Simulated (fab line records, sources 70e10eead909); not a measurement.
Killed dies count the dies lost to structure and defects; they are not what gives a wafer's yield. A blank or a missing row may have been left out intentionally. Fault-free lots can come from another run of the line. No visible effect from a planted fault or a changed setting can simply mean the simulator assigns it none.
fab line records    flow nand-harc
record lots=6  wafers=18  last-day=32
route steps=1302 shown P_GATE@194 P_CONTACT@217 END@1302
lots untouched by any fault: they come from a run of this same line in which no faults occurred
start-h: hours from the record's opening day to when the first of the lot's shown wafers began    wait-h: hours elapsed since this lot's preceding step    " repeats the value in the row above    L1.1+2: a row that stands for several wafers    - no value, or no start given    * or withheld: withheld    < > ~ a bound
route shown NAME@n: a module of which the file shows steps, and the number in the route of the first    usual: the fault-free wafers' mean and standard deviation    same: alike in all rows    chamber/n: place in a boat    sites: each site's reading    _std_site: the values' standard deviation    _edge_site: the outer-site mean with the inner-site mean subtracted    radius-mm: how far each site lies from the wafer's centre    mask NAME#n: copy n    behind: the tool/chamber that last shaped the wafer    hold: what put the lot on hold/how long, in hours/how the hold closed    device: which transistor (n, p or np) failed to switch    end of line: tests of these same wafers at the route's end    step lacking rows: just its recipe    killed: not the wafer's yield, but the dies lost to structure and defects at the first sort    map: shows each die of a wafer: x if killed, . if not, _ if none is there
set.NAME: the setting as run; set.NAME@STEP: as run at that earlier step    model.NAME: the simulator's own value behind a step, which no gauge read
a table for each step, a row for each wafer; lots at some steps of the route
services: from which hour (start-h, from the record's first day; less than 0 if before it) a tool's chamber was out of use, for how many hours, and why
## steps
# step NHARC_P_GATE_COAT_85
# recipe spin-rpm=3000
# step NHARC_P_GATE_SOFTBAKE_86
# recipe temp-c=122  time-s=95
# step NHARC_P_GATE_EBR_87
# step NHARC_P_GATE_EXPOSE_88
# recipe na=0.6  target-cd-nm=2000  dose-mj=11.87  mask-id=P_HVN
# step NHARC_P_GATE_PEB_89
# recipe peb-temp-c=118  peb-time-s=85
# step NHARC_P_GATE_DEVELOP_90
# recipe time-s=70
# step NHARC_P_GATE_CD_MEAS_91
# recipe target-cd-nm=2000  landing-energy-ev=500
# usual cd-nm=2000.2/1.8
lot.wafer  tool       chamber  start-h  wait-h  cd-nm
L650.2     cd-sem-03  0        112.49   -       2003.3
L650.3     "          0        "        "       2000.9
L650.6     "          0        "        "       2001.9
L651.2     cd-sem-02  0        119.72   -       2001.5
L651.3     "          0        "        "       2001.2
L651.4     "          0        "        "       2001.8
L659.2     cd-sem-01  0        206.36   -       1998.9
L659.3     "          0        "        "       2000.6
L659.5     "          0        "        "       1997.7
L661.1     cd-sem-01  0        223.63   -       2000.5
L661.5     "          0        "        "       1999.7
L661.6     "          0        "        "       1999.8
L669.1     cd-sem-03  0        309.01   -       2001.0
L669.2     "          0        "        "       2000.4
L669.4     "          0        "        "       1999.8
L670.2     cd-sem-01  0        309.53   -       1999.2
L670.3     "          0        "        "       2001.8
L670.6     "          0        "        "       1998.8
# step NHARC_P_GATE_HARDBAKE_92
# recipe temp-c=125  time-s=80
# step NHARC_P_GATE_DESCUM_93
# recipe time-s=3  o2-flow-sccm=200  ar-flow-sccm=0  bias-power-w=0  chemistry=O2
# step NHARC_P_GATE_IMPLANT_94
# recipe energy-kev=60  dose-cm2=2e+15  tilt-deg=7
# step NHARC_P_GATE_STRIP_113
# recipe power-w=1500  temp-c=110  time-s=740  chemistry=N2/H2
# usual drypump-motor-current-A=6.26/0.2  heater-power-w=93/8.5
lot.wafer  tool             chamber  start-h  wait-h  drypump-motor-current-A  heater-power-w  rf-hours-counter-h
L650.2     plasma-asher-01  0        113.02   0.2     5.86                     83              23
L650.3     "                1        "        "       6.18                     82              -
L650.6     "                0        "        "       5.86                     82              -
L651.2     plasma-asher-02  1        120.24   0.2     6.44                     103             10
L651.4     "                1        "        "       6.41                     104             -
L651.3     "                0        "        "       6.29                     100             -
L659.2     plasma-asher-02  1        206.88   0.2     6.43                     101             28
L659.3     "                1        "        "       6.46                     100             -
L659.5     "                0        "        "       6.33                     98              -
L661.1     plasma-asher-02  0        224.28   0.3     6.29                     99              32
L661.6     "                1        "        "       6.44                     102             -
L661.5     "                0        "        "       6.28                     101             -
L669.1     plasma-asher-02  0        309.54   0.2     6.30                     97              10
L669.2     "                1        "        "       6.47                     98              10
L669.4     "                1        "        "       6.45                     100             -
L670.2     plasma-asher-01  0        310.08   0.2     5.86                     84              27
L670.3     "                0        "        "       5.88                     83              -
L670.6     "                0        "        "       5.87                     83              -
# step NHARC_P_GATE_STRIP_95
# recipe power-w=1500  temp-c=250  chemistry=O2
# usual drypump-motor-current-A=6.26/0.2  heater-power-w=349/33
lot.wafer  tool             chamber  start-h  wait-h  drypump-motor-current-A  heater-power-w  rf-hours-counter-h
L650.2     plasma-asher-01  0        113.73   0.6     5.87                     321             23
L650.3     "                1        "        "       6.17                     297             -
L650.6     "                0        "        "       5.86                     310             -
L651.2     plasma-asher-02  1        120.96   0.6     6.46                     377             11
L651.4     "                1        "        "       6.42                     391             -
L651.3     "                0        "        "       6.29                     374             -
L659.2     plasma-asher-02  1        207.59   0.6     6.42                     393             29
L659.3     "                1        "        "       6.46                     387             -
L659.5     "                0        "        "       6.31                     366             -
L661.1     plasma-asher-02  0        224.88   0.5     6.31                     359             33
L661.6     "                1        "        "       6.48                     376             -
L661.5     "                0        "        "       6.31                     368             -
L669.1     plasma-asher-02  0        310.27   0.6     6.32                     358             11
L669.2     "                1        "        "       6.50                     365             11
L669.4     "                1        "        "       6.44                     369             -
L670.2     plasma-asher-01  0        310.80   0.6     5.85                     316             28
L670.3     "                0        "        "       5.85                     313             -
L670.6     "                0        "        "       5.87                     315             -
# step NHARC_P_GATE_STRIP_96
# recipe time-s=900  temp-c=130  chemistry=SPM
lot.wafer   tool          chamber  start-h  wait-h
L650.2+3+6  wet-bench-07  0,3,4    113.95   0.2
L651.2+3+4  wet-bench-06  4,5,6    121.17   0.2
L659.3+5+2  wet-bench-07  5,6,2    207.80   0.2
L661.6+1+5  wet-bench-07  7,1,2    225.09   0.2
L669.4+2+1  wet-bench-07  1,2,3    310.50   0.2
L670.6+3+2  wet-bench-06  2,4,5    311.01   0.2
# step NHARC_P_GATE_RTA_64
# recipe temp-c=1050  time-s=1
# step NHARC_P_GATE_ETCH_77
# recipe target-depth-a=60  chemistry=dHF  material=SiO2
# step NHARC_P_GATE_DEGAS_109
# recipe temp-c=300  time-s=60
# usual heater-power-w=477/48  susceptor-temp-C=300.02/0.2
lot.wafer  tool            chamber  start-h  wait-h  heater-power-w  susceptor-temp-C
L650.2     pvd-sputter-01  -        114.68   0.1     454             300.06
L650.3     "               -        "        "       500             300.27
L650.6     "               -        "        "       458             300.06
L651.4     pvd-sputter-01  -        121.83   0.1     487             299.95
L651.2     "               -        "        "       467             299.84
L651.3     "               -        "        "       516             299.92
L659.2     pvd-sputter-02  -        208.46   0.1     604             300.24
L659.3     "               -        "        "       425             300.20
L659.5     "               -        "        "       626             299.82
L661.1     pvd-sputter-02  -        225.75   0.1     438             300.08
L661.5     "               -        "        "       428             299.91
L661.6     "               -        "        "       494             300.18
L669.2     pvd-sputter-02  -        311.13   0.1     437             300.10
L669.1     "               -        "        "       623             300.14
L669.4     "               -        "        "       458             299.74
L670.3     pvd-sputter-02  -        311.67   0.1     629             300.10
L670.2     "               -        "        "       472             300.33
L670.6     "               -        "        "       443             299.84
# step NHARC_P_GATE_PRE_CLEAN_110
# recipe time-s=30  bias-v=200  gas=Ar
# step NHARC_P_GATE_SPUTTER_78
# recipe target-thk-a=100  material=Ni
# step NHARC_P_GATE_SPUTTER_79
# recipe target-thk-a=100  material=TiN
# step NHARC_P_GATE_RTA_80
# recipe temp-c=300  time-s=30
# usual lamp-power-pct=2.03/0.26  wafer_temp_C_max=301.8/0.73
lot.wafer  tool           chamber  start-h  wait-h  lamp-power-pct  wafer_temp_C_max
L650.2     rtp-anneal-02  0        115.01   -       1.77            302.5
L650.3     "              0        "        "       1.77            302.3
L650.6     "              0        "        "       1.77            302.5
L651.2     rtp-anneal-01  0        122.15   -       2.29            300.7
L651.3     "              0        "        "       2.29            300.9
L651.4     "              0        "        "       2.29            300.8
L659.2     rtp-anneal-02  0        208.78   -       1.77            301.8
L659.3     "              0        "        "       1.77            301.9
L659.5     "              0        "        "       1.77            303.2
L661.1     rtp-anneal-02  0        226.12   -       1.77            302.5
L661.5     "              0        "        "       1.77            302.4
L661.6     "              0        "        "       1.77            302.4
L669.1     rtp-anneal-01  0        311.46   -       2.28            300.8
L669.2     "              0        "        "       2.29            301.2
L669.4     "              0        "        "       2.29            301.4
L670.2     rtp-anneal-01  0        312.00   -       2.28            300.9
L670.3     "              0        "        "       2.28            301.2
L670.6     "              0        "        "       2.28            301.1
# step NHARC_P_GATE_STRIP_67
# recipe time-s=600  temp-c=130  chemistry=SPM
# step NHARC_P_GATE_RTA_82
# recipe temp-c=450  time-s=30
# usual lamp-power-pct=4.0/0.5  wafer_temp_C_max=452.5/0.97
lot.wafer  tool           chamber  start-h  wait-h  lamp-power-pct  wafer_temp_C_max
L650.2     rtp-anneal-01  0        115.47   -       4.5             451.8
L650.3     "              0        "        "       4.5             452.2
L650.6     "              0        "        "       4.5             451.9
L651.2     rtp-anneal-01  0        122.64   -       4.5             451.5
L651.3     "              0        "        "       4.5             451.6
L651.4     "              0        "        "       4.5             451.8
L659.2     rtp-anneal-01  0        209.25   -       4.5             451.6
L659.3     "              0        "        "       4.5             452.1
L659.5     "              0        "        "       4.5             451.4
L661.1     rtp-anneal-01  0        226.58   -       4.5             452.5
L661.5     "              0        "        "       4.5             451.5
L661.6     "              0        "        "       4.5             452.2
L669.1     rtp-anneal-02  0        311.91   -       3.5             454.7
L669.2     "              0        "        "       3.5             452.8
L669.4     "              0        "        "       3.5             453.4
L670.2     rtp-anneal-01  0        312.46   -       4.5             451.7
L670.3     "              0        "        "       4.5             451.6
L670.6     "              0        "        "       4.5             451.8
# step NHARC_P_GATE_INSPECT_68
# usual raw-defect-count=201/80
lot.wafer  tool               chamber  start-h  wait-h  raw-defect-count
L650.2     defect-inspect-01  -        115.64   0.1     203
L650.3     "                  -        "        "       309
L650.6     "                  -        "        "       188
L651.2     defect-inspect-02  -        122.82   0.1     224
L651.3     "                  -        "        "       215
L651.4     "                  -        "        "       185
L659.2     defect-inspect-02  -        209.42   0.1     391
L659.3     "                  -        "        "       370
L659.5     "                  -        "        "       475
L661.1     defect-inspect-01  -        226.78   0.2     570
L661.5     "                  -        "        "       721
L661.6     "                  -        "        "       715
L669.1     defect-inspect-01  -        312.11   0.2     143
L669.2     "                  -        "        "       191
L669.4     "                  -        "        "       155
L670.2     defect-inspect-02  -        312.63   0.1     148
L670.3     "                  -        "        "       184
L670.6     "                  -        "        "       189
# step NHARC_P_CONTACT_DEP_30
# recipe target-thk-a=300  temp-c=400  target-thk-nm=30  flow-sccm=200  rf-w=450  material=SiNx
# step NHARC_END_SORT_01
# recipe temp-c=25
# usual killed-at-array=62/15  killed-at-other=0.8/1  killed-at-periphery=3.7/2.6  killed-dies=66/15  killed-open=3.1/1.8  killed-short=2.6/1.7
# same gross-dies=677
lot.wafer  tool       chamber  start-h  wait-h  killed-at-array  killed-at-other  killed-at-periphery  killed-dies  killed-open  killed-short
L659.2     prober-01  0        656.05   2.8     66               0                73                   139          3            0
L659.3     prober-01  0        656.85   3.1     52               0                49                   101          4            0
L659.5     prober-01  0        658.44   3.7     54               0                70                   124          2            2
L661.1     prober-01  0        682.31   2.5     47               0                29                   76           0            1
L661.5     prober-01  0        685.52   3.7     59               0                75                   134          2            3
L661.6     prober-01  0        686.33   4.0     78               0                29                   107          8            1
# killed by level:class
L659.2 P_GATE:unspecified=70 A_CHANNEL_HOLE_D1:chamber-film-flake=35 A_CHANNEL_HOLE_D2:chamber-film-flake=15 A_CONTACT:chamber-film-flake=9 P_M0:chamber-film-flake=2 A_M0:chamber-film-flake=2 P_CONTACT:geometric-particle:open=1 A_CHANNEL_FILL_D1:geometric-particle:open=1
L659.3 P_GATE:unspecified=47 A_CHANNEL_HOLE_D1:chamber-film-flake=26 A_CHANNEL_HOLE_D2:chamber-film-flake=12 A_CONTACT:chamber-film-flake=7 P_M0:geometric-particle:open=1 A_CHANNEL_HOLE_D1:geometric-particle:open=1 A_ONON_D2:geometric-particle:open=1 A_M1:geometric-particle:open=1
L659.5 P_GATE:unspecified=69 A_CHANNEL_HOLE_D1:chamber-film-flake=34 A_CHANNEL_HOLE_D2:chamber-film-flake=9 A_CONTACT:chamber-film-flake=5 A_M0:chamber-film-flake=2 P_M0:geometric-particle:open=1 A_DECK1_JOINT:geometric-particle:open=1 A_ONON_D2:geometric-particle:short=1
L661.1 P_GATE:unspecified=27 A_CHANNEL_HOLE_D2:chamber-film-flake=16 A_CHANNEL_HOLE_D1:chamber-film-flake=15 A_CONTACT:chamber-film-flake=6 A_STAIRCASE:chamber-film-flake=2 A_SLIT:chamber-film-flake=2 A_WL_FILL:chamber-film-flake=2 A_M1:chamber-film-flake=2
L661.5 P_GATE:unspecified=73 A_CHANNEL_HOLE_D1:chamber-film-flake=25 A_CHANNEL_HOLE_D2:chamber-film-flake=15 A_CONTACT:chamber-film-flake=4 A_CHANNEL_FILL_D1:chamber-film-flake=4 A_M1:chamber-film-flake=2 A_ONON_D1:geometric-particle:short=1 A_CHANNEL_HOLE_D1:geometric-particle:short=1
L661.6 A_CHANNEL_HOLE_D1:chamber-film-flake=39 P_GATE:unspecified=28 A_CHANNEL_HOLE_D2:chamber-film-flake=19 A_CONTACT:chamber-film-flake=9 A_ONON_D1:geometric-particle:open=2 A_BLC:geometric-particle:open=2 A_CHANNEL_FILL_D1:geometric-particle:open=1 A_DECK1_JOINT:geometric-particle:open=1
# map L659.2 (x killed, . not)
____________.____________
_________......._________
_______.x........._______
______............x______
_____..............._____
____.................____
____.................____
___...................___
___.xxx...............___
__...x.x...............__
__...xxx...............__
_...xx.xxx....x........._
_.x.xxx.x..........x...._
_.x..xxx................_
_..xxxx.x..............._
_.xxxx.xx............x.._
.....x.x............xxxx.
........x.........xx.....
.x................xx.x...
x...x.............xxx....
................x........
_.x.......x.x....x.xx.x._
_.x........xx..........._
_.........xxx...x.x....._
_.........xxxxxx........_
_.........xxxxxxx......._
__.......xxxxxxxx...x..__
__.......xxxxxxxx...x..__
___.......xxxxxx......___
___.......xxxxxxx.....___
____.....xxxxxxx.....____
____.......xxxxx.....____
_____....xx.xxxx...._____
______.....xxxx....______
_______......x...._______
_________......._________
____________.____________
# map L661.5 (x killed, . not)
____________.____________
_________......._________
_______..........._______
______.............______
_____..............._____
____.............x..x____
____.................____
___...................___
___..x................___
__.....................__
__.....................__
_.xxx.............x....._
_xx....................._
_xxx...................._
_xxx..............xx...._
_xxxx........xx........._
xxx.xx...........x.xxx...
xxxx...x..x...x...xx.....
..xx....x.........x..xx..
.............x....x......
..x..............x.......
_x.x...............x...._
_.x....................._
_.........x..xx......x.._
_.....x..x.xxxxxx..x...._
_.........xxxxxx........_
__........xxxxxxx.....x__
__......x.xxxxxx.......__
___.......xxxxxxx.....___
___......xxxxxxxxx....___
____......xxxxxx.....____
____.....xxxxxxxxx...____
_____.....xxxxxx...._____
______....xxxxx...x______
_______.......x..._______
_________...x..._________
____________.____________
## services
tool             chamber  start-h  hours  kind
plasma-asher-02  -        90.18    3.4    repair
pvd-sputter-02   -        112.78   10.0   pm
wet-bench-07     -        160.04   8.0    pm
plasma-asher-01  -        165.00   9.0    pm
plasma-asher-01  0        165.00   9.0    vent-cycle
plasma-asher-01  1        165.00   9.0    vent-cycle
wet-bench-07     0        168.04   -      consumable-replace:bath
wet-bench-07     0        168.04   -      consumable-replace:filter
wet-bench-07     1        168.04   -      consumable-replace:bath
wet-bench-06     -        170.07   2.1    repair
pvd-sputter-02   -        190.20   1.6    repair
wet-bench-06     -        193.60   8.0    pm
pvd-sputter-01   -        218.39   4.0    repair
pvd-sputter-01   -        225.48   2.7    repair
pvd-sputter-01   -        228.22   10.0   pm
pvd-sputter-02   -        232.38   0.7    repair
plasma-asher-02  -        252.29   9.0    pm
plasma-asher-02  0        252.29   9.0    vent-cycle
plasma-asher-02  1        252.29   9.0    vent-cycle
plasma-asher-02  0        261.29   -      clean
plasma-asher-02  1        261.29   -      clean
plasma-asher-01  -        261.53   0.6    repair
pvd-sputter-02   -        275.52   4.0    repair
pvd-sputter-02   -        290.78   10.0   pm
## key
first-sign step=NHARC_P_GATE_INSPECT_68  reading=raw-defect-count  direction=up  sigmas=4.2  usual=201  struck=540
effect step=NHARC_END_SORT_01  reading=killed-at-periphery  direction=up  sigmas=19  usual=3.7  struck=54.2
more-kills-born-at NHARC_P_GATE_STRIP_96@wet-bench-07=314
met-at NHARC_P_GATE_STRIP_96
struck-wafers L659.2,L659.3,L659.5,L661.1,L661.5,L661.6
tester-left-out L659,L661
onset-between 113.95 207.80
also-fits NHARC_P_GATE_RTA_80:rtp-anneal-02
fault kind=chamber-particle-source  tool=wet-bench-07  chamber=-  onset-h=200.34  steps=NHARC_P_GATE_STRIP_96  rate-per-visit-cm2=0.40626  end-h=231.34
# tester-left-out: of these lots the tester's yield and bins aren't shown, on N5 and GAA mostly nor the transistor test; their killed dies are dies lost to structure and defects alone, not to doping, threshold or leakage, so they don't give the yield
